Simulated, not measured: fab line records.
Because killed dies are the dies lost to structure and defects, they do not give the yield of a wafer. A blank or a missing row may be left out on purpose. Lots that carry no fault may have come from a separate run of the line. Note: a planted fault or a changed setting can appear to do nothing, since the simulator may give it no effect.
Matching of chambers ; flow nand_harc ; 4 sister chambers for NHARC_P_GATE_ETCH_104 on rie_diel-08
The step etches the open film in CF4/CHF3, target depth 60 nm. 4 wafers are shown with their chamber, then 8 later ones without.

## WAFERS, EACH WITH ITS CHAMBER
wafer;chamber;drypump_motor_current_A (A)
L081.3;3;5.27
L086.5;1;5.90
L086.6;0;5.47
L092.1;2;6.00

## WAFERS WITHOUT THEIR CHAMBER
wafer;drypump_motor_current_A (A)
L092.2;5.91
L092.5;5.91
L093.1;5.90
L093.2;5.99
L093.5;6.00
L096.1;5.92
L096.3;5.48
L096.4;5.28

## CHAMBER TAKEN BY EACH
wafer;from the rows above;in truth
L092.2;1;1
L092.5;1;1
L093.1;1;1
L093.2;2;2
L093.5;2;2
L096.1;1;1
L096.3;0;0
L096.4;3;3
8 of 8 placed correctly. From these rows, 0 cannot be placed. Number placed wrongly: 0.
How it was worked out, from the rows above alone: a wafer's distance from a chamber is the root of the sum, over the readings, of the square of ((its reading less the chamber's mean) divided by the reading's scatter). The wafer belongs to the nearest chamber; if the next one is less than 2 further off, it can't be placed. For every chamber, the mean is computed from those of its wafers that are shown. The scatter: root of mean squared gap, hidden wafer to nearest shown wafer, with one shown wafer a chamber.
